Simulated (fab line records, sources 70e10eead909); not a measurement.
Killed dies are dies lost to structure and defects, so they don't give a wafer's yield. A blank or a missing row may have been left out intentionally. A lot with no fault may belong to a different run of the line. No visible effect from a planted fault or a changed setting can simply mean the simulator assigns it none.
A lot that was struck, set against a sound lot	flow nandHarc	15 steps out of a route of 1159
Sound: the wafers L662.2, L662.3, L662.4. Struck: wafer L660.3. (L660.1 of the same lot was not struck and is left out.) The cause comes at the end.
Each step with rows lists, per side, the tool, then ch with its chambers, then its first start. Under that, the readings that differ: sound wafers	struck wafers	difference of the means	sigmas: that difference in standard deviations of wafers without a fault.
alike: readings whose means differ by less than 2 such deviations, and words and numbers that are the same on both sides. not compared: withheld readings, readings that some wafer has no value for, bounds like >300 that may hide the same value, and numbers for which the record gives no deviation and whose values overlap.
A row with sigmas, a row that says differs or no value, or rows on one side alone: a step with any of these is where the two part. Numbers that don't overlap but have no deviation are shown without sigmas and don't part them. A reading that every wafer of one side lacks parts them only if that side has two wafers or more.

first, 7 steps without rows for these wafers: NHARC_P_STI_COAT_41 (time 65 s); NHARC_P_STI_COAT_03 (resist thk 600 nm); NHARC_P_STI_SOFTBAKE_04 (time 70 s); NHARC_P_STI_EBR_05; NHARC_P_STI_EXPOSE_06 (exposes mask P STI, target cd 200 nm); NHARC_P_STI_PEB_07 (peb time 80 s); NHARC_P_STI_DEVELOP_08 (time 50 s).
NHARC_P_STI_CD_MEAS_09: target cd 200 nm.
  sound on cdSem-03 ch 0, day 7 07:29; struck on cdSem-03 ch 0, day 6 17:40
  alike: cdNm
NHARC_P_STI_OVL_MEAS_10:
  sound on overlay-01 at day 7 07:34; struck on overlay-01 at day 6 17:45
  alike: overlayXNm, overlayYNm
NHARC_P_STI_INSPECT_11:
  sound on defectInspect-02 at day 7 07:36; struck on defectInspect-01 at day 6 17:47
  alike: rawDefectCount
then, 1 step without rows for these wafers: NHARC_P_STI_HARDBAKE_13 (time 65 s).
NHARC_P_STI_DESCUM_14: chemistry O2, time 3 s.
  sound on rieDiel-10 ch 0,1,3, day 7 07:44; struck on rieDiel-12 ch 3, day 6 17:56
reading	sound	struck	difference	sigmas
oesProductAu (a.u.)	0.975 1.000 0.979	1.014	+0.029	+2
rfHoursCounterH (h)	4.0 4.0 3.7	7.5	+3.6	
  alike: chamberPressureMTorr, drypumpMotorCurrentA, rfVppV, showerheadPlenumPTorr, throttleValvePct
NHARC_P_STI_ETCH_42: etches the open film in N2/H2, target depth 80 nm, overetch 24 nm, time 61 s.
  sound on rieDiel-10 ch 0,2,3, day 7 07:50; struck on rieDiel-12 ch 0, day 6 18:00
reading	sound	struck	difference	sigmas
oesProductAu (a.u.)	0.985 0.996 1.017	0.823	-0.176	-14
rfHoursCounterH (h)	3.7 2.4 4.1	7.6	+4.2	
throttleValvePct (%)	14.162 14.147 14.173	14.190	+0.029	+3
  alike: chamberPressureMTorr, drypumpMotorCurrentA, rfVppV, showerheadPlenumPTorr
NHARC_P_STI_ETCH_31: etches the open film in CF4/CHF3, target depth 108.9 nm, time 54.5 s.
  sound: rieDiel-10 ch 0,1,3; struck: rieDiel-12 ch 0
reading	sound	struck	difference	sigmas
rfHoursCounterH (h)	4.0 4.1 3.8	7.6	+3.6	
  alike: chamberPressureMTorr, drypumpMotorCurrentA, oesProductAu, rfVppV, showerheadPlenumPTorr, throttleValvePct
-- break in the record here, with 18 days between the starts of the struck wafers on either side (left off in module P_STI, picked up again in module END, where the first step shown is number 1159 on the route) --
NHARC_END_SORT_01:
  sound on prober-01 ch 0, day 23 22:13; struck on prober-02 ch 0, day 24 06:47
reading	sound	struck	difference	sigmas
killedAtPeriphery	3 1 4	82	+79	+47
killedDies	32 19 33	114	+86	+10
  alike: killedAtArray, killedAtOther, killedOpen, killedShort

## WHERE THEY PART
First at NHARC_P_STI_DESCUM_14; last, within this record, at NHARC_END_SORT_01.

WHY: whatever the simulator had introduced
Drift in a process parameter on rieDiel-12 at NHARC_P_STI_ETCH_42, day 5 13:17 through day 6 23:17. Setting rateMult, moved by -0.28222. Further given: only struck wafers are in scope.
